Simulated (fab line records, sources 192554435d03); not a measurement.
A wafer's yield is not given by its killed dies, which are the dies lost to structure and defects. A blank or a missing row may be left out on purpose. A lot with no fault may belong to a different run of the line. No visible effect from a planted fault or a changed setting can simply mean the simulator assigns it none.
Chamber matching | flow n5 finfet | 3 sister chambers for N5_BEOL_M0_PRE_CLEAN_131 on cvd co-02
The step time 15 s. 6 wafers are shown with their chamber, then 12 later ones without.

== EACH WAFER AND ITS CHAMBER ==
wafer  | chamber | heater power w (W)
L085.6 | 0       | 101
L088.4 | 1       | 87
L088.6 | 2       | 116
L093.1 | 2       | 118
L093.2 | 0       | 101
L093.5 | 1       | 89

== WAFERS WHOSE CHAMBER IS MISSING ==
wafer  | heater power w (W)
L092.2 | 102
L092.4 | 103
L092.6 | 119
L094.1 | 119
L094.2 | 89
L094.6 | 120
L096.1 | 88
L096.2 | 121
L096.3 | 102
L097.2 | 85
L097.4 | 88
L097.6 | 103

== WHICH CHAMBER EACH ONE RAN IN ==
wafer  | from the rows above | in truth
L092.2 | 0                   | 0
L092.4 | 0                   | 0
L092.6 | 2                   | 2
L094.1 | 2                   | 2
L094.2 | 1                   | 1
L094.6 | 2                   | 2
L096.1 | 1                   | 1
L096.2 | 2                   | 2
L096.3 | 0                   | 0
L097.2 | 1                   | 1
L097.4 | 1                   | 1
L097.6 | 0                   | 0
Correct placement for 12 of the 12. From these rows, 0 cannot be placed. 0 placed wrongly.
How it was worked out, from the rows above alone: a wafer's distance from a chamber is the root of the sum, over the readings, of the square of ((its reading less the chamber's mean) divided by the reading's scatter). The wafer belongs to the nearest chamber; if the next one is less than 2 further off, it can't be placed. Each chamber's mean is taken over the wafers shown for it. The scatter: take each reading less its chamber's mean, square it, sum over the shown wafers, divide by the number of wafers less the number of chambers, and take the root.
